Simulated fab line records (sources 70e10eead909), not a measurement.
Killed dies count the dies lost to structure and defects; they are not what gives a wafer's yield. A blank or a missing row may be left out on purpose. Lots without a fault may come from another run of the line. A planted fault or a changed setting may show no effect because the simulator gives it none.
Which of the tools did it? + flow nand harc + 33 wafers from 11 lots sampled at 5 of the route's 1159 steps

== WHAT EACH GAUGE READ, for each wafer ==
NHARC_END_SORT_01.
| lot  | measured     | on        | defect limited yield (%) | killed at array | killed at other | killed at periphery | killed dies | killed open | killed short | sort_bin_2_pct (%) | sort_bin_3_pct (%) | sort_bin_4_pct (%) | sort n pass | sort rim yield pct (%) | sort yield pct (%) |
|------|--------------|-----------|--------------------------|-----------------|-----------------|---------------------|-------------|-------------|--------------|--------------------|--------------------|--------------------|-------------|------------------------|--------------------|
| L569 | day 23 03:17 | prober-01 | 97.3 97.0 97.2           | 14 18 14        | 3 0 2           | 1 2 3               | 18 20 19    | 4 1 3       | 0 2 2        | 0.9 1.2 1.2        | 0.30 0 0.15        | 1.5 1.8 1.5        | 659 657 658 | 96.2 98.1 100.0        | 97.3 97.0 97.2     |
| L566 | day 23 04:03 | prober-02 | 93.5 93.2 93.9           | 38 45 36        | 3 0 3           | 3 1 2               | 44 46 41    | 3 4 2       | 1 5 1        | 1.3 1.6 1.8        | 0.59 0.59 1.18     | 4.6 4.6 3.1        | 633 631 636 | 89.6 92.5 89.6         | 93.5 93.2 93.9     |

== WHICH TOOL RAN EACH LOT (tool, then ch and the chambers of the sampled wafers, then the start) ==
| lot  | NHARC_THIN_TSV_CMP_01         | NHARC_THIN_TSV_ETCHBACK_48         | NHARC_THIN_TSV_PVD_51                   | NHARC_THIN_TSV_DEGAS_53      |
|------|-------------------------------|------------------------------------|-----------------------------------------|------------------------------|
| L555 | cmp-02 ch 1,2,3, day 18 07:27 | rie diel-11 ch 1,2,3, day 18 10:58 | pvd sputter-03, day 18 13:34 or earlier | pvd sputter-02, day 18 13:34 |
| L557 | cmp-03 ch 0,1, day 18 22:08   | rie diel-01 ch 1,2, day 19 01:41   | pvd sputter-03, day 19 04:15 or earlier | pvd sputter-01, day 19 04:15 |
| L556 | cmp-04 ch 2,3, day 18 23:19   | rie diel-01 ch 0,1,3, day 19 02:59 | pvd sputter-03, day 19 05:30 or earlier | pvd sputter-02, day 19 05:30 |
| L568 | cmp-04 ch 1,2, day 21 06:47   | rie diel-02 ch 1,2,3, day 21 10:17 | pvd sputter-03, day 21 12:50 or earlier | pvd sputter-02, day 21 12:50 |
| L569 | cmp-03 ch 0,2,3, day 22 11:07 | rie diel-02 ch 0,2, day 22 14:45   | pvd sputter-03, day 22 17:17 or earlier | pvd sputter-03, day 22 17:17 |
| L566 | cmp-03 ch 1,3, day 22 12:21   | rie diel-11 ch 1,2,3, day 22 15:54 | pvd sputter-02, day 22 18:35 or earlier | pvd sputter-02, day 22 18:35 |
| L573 | cmp-04 ch 0,3, day 22 22:34   | rie diel-01 ch 0,1,2, day 23 02:03 | pvd sputter-01, day 23 04:31 or earlier | pvd sputter-01, day 23 04:31 |
| L575 | cmp-04 ch 0,1,3, day 23 13:11 | rie diel-02 ch 2,3, day 23 17:47   | pvd sputter-01, day 23 20:29 or earlier | pvd sputter-02, day 23 20:29 |
| L574 | cmp-02 ch 0,3, day 23 22:27   | rie diel-01 ch 1,2, day 24 02:07   | pvd sputter-02, day 24 04:37 or earlier | pvd sputter-01, day 24 04:37 |
| L578 | cmp-03 ch 0,1,3, day 24 06:26 | rie diel-02 ch 0,2,3, day 24 10:06 | pvd sputter-03, day 24 12:40 or earlier | pvd sputter-03, day 24 12:40 |
| L577 | cmp-02 ch 1,3, day 24 07:37   | rie diel-01 ch 2,3, day 24 11:11   | pvd sputter-01, day 24 13:43 or earlier | pvd sputter-03, day 24 13:43 |
- NHARC_THIN_TSV_CMP_01: polishes.
- NHARC_THIN_TSV_ETCHBACK_48: etches the open film in C4F8/Ar, target depth 1028.5 nm, time 405.17 s.
- NHARC_THIN_TSV_PVD_51: deposits Cu, target thk 100 nm.
- NHARC_THIN_TSV_DEGAS_53: time 60 s.

== WHAT THE TOOLS THEMSELVES READ (means of the sampled wafers that have a number; where no wafer has one, the mark that the record gives instead) ==
NHARC_THIN_TSV_CMP_01.
| lot  | tool   | edge zone pressure frac | motor current A (A) | slurry flow ml min |
|------|--------|-------------------------|---------------------|--------------------|
| L555 | cmp-02 | 1.004                   | 12.7                | 149.9              |
| L557 | cmp-03 | 0.995                   | 11.9                | 149.9              |
| L556 | cmp-04 | 1.000                   | 11.8                | 150.1              |
| L568 | cmp-04 | 1.001                   | 11.9                | 149.9              |
| L569 | cmp-03 | 0.997                   | 12.9                | 150.0              |
| L566 | cmp-03 | 1.000                   | 12.2                | 150.0              |
| L573 | cmp-04 | 1.003                   | 11.8                | 149.7              |
| L575 | cmp-04 | 0.996                   | 12.1                | 150.3              |
| L574 | cmp-02 | 0.999                   | 12.1                | 150.0              |
| L578 | cmp-03 | 0.996                   | 12.3                | 150.0              |
| L577 | cmp-02 | 0.998                   | 12.9                | 149.9              |

NHARC_THIN_TSV_ETCHBACK_48.
| lot  | tool        | oes product au (a.u.) | rf fwd power W (W) | rf vpp V (V) |
|------|-------------|-----------------------|--------------------|--------------|
| L555 | rie diel-11 | 1.00                  | 597.5              | 549.1        |
| L557 | rie diel-01 | 0.92                  | 598.6              | 551.6        |
| L556 | rie diel-01 | 0.91                  | 598.8              | 548.5        |
| L568 | rie diel-02 | 0.92                  | 599.6              | 549.6        |
| L569 | rie diel-02 | 0.98                  | 597.6              | 547.3        |
| L566 | rie diel-11 | 0.95                  | 632.3              | 549.1        |
| L573 | rie diel-01 | 0.93                  | 598.5              | 549.2        |
| L575 | rie diel-02 | 0.92                  | 598.4              | 548.7        |
| L574 | rie diel-01 | 0.93                  | 599.8              | 551.6        |
| L578 | rie diel-02 | 0.97                  | 597.9              | 547.4        |
| L577 | rie diel-01 | 0.93                  | 599.9              | 545.5        |

NHARC_THIN_TSV_PVD_51.
| lot  | tool           | throttle valve pct (%) |
|------|----------------|------------------------|
| L555 | pvd sputter-03 | 30.3                   |
| L557 | pvd sputter-03 | 31.4                   |
| L556 | pvd sputter-03 | 30.3                   |
| L568 | pvd sputter-03 | 30.3                   |
| L569 | pvd sputter-03 | 30.6                   |
| L566 | pvd sputter-02 | 30.3                   |
| L573 | pvd sputter-01 | 29.2                   |
| L575 | pvd sputter-01 | 29.0                   |
| L574 | pvd sputter-02 | 30.0                   |
| L578 | pvd sputter-03 | 30.2                   |
| L577 | pvd sputter-01 | 29.3                   |

NHARC_THIN_TSV_DEGAS_53.
| lot  | tool           | heater power w (W) |
|------|----------------|--------------------|
| L555 | pvd sputter-02 | 511                |
| L557 | pvd sputter-01 | 443                |
| L556 | pvd sputter-02 | 470                |
| L568 | pvd sputter-02 | 462                |
| L569 | pvd sputter-03 | 499                |
| L566 | pvd sputter-02 | 433                |
| L573 | pvd sputter-01 | 409                |
| L575 | pvd sputter-02 | 471                |
| L574 | pvd sputter-01 | 452                |
| L578 | pvd sputter-03 | 500                |
| L577 | pvd sputter-03 | 496                |

== THE ANSWER, worked out from the rows above alone ==
Rule: usual is defined by the lots themselves. Put in order of their means at a reading, lots are off if they are a third of the lots or fewer, leave a main group of 4 or more, and stand apart from it by a gap of 3 or more times the standard deviation of the main group's means; of several such gaps the widest counts. Not used: any main group whose means are identical at the precision the tables above print for the reading. A lot without any number at a reading at which 4 lots or more have one is off too. Where the step has rows for the other lots, those lots are counted as sound. After the gauges, taken in route order, come the tools' own readings; for these a lot's mean is taken, as printed above. At the first step where some lot is off, the reading lying furthest off is the one used; lots without a number count as furthest.
Off: L566, at NHARC_THIN_TSV_ETCHBACK_48 (rf fwd power W). Main group: mean 598.7 W, sd 0.83.
If a tool, at that step or one of the process steps before it, ran each lot that is off and ran no sound lot following the first of them, it fits. One candidate fits, namely rie diel-11 at NHARC_THIN_TSV_ETCHBACK_48. A fault onset in the window from L555 (day 18 10:58, its last sound lot) to L566 (day 22 15:54, its first lot off) fits.
On the lots that are off, the tool's own readings at NHARC_THIN_TSV_ETCHBACK_48 differ by more than 5 times the standard deviation of the sound lots' means, which bears it out; rf fwd power W reads 632.3 W there versus 598.7 W on the sound lots.

== WHAT HAD BEEN PUT IN BY THE SIMULATOR ==
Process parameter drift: rie diel-11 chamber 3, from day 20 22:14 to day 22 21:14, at NHARC_THIN_TSV_ETCHBACK_48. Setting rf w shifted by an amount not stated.
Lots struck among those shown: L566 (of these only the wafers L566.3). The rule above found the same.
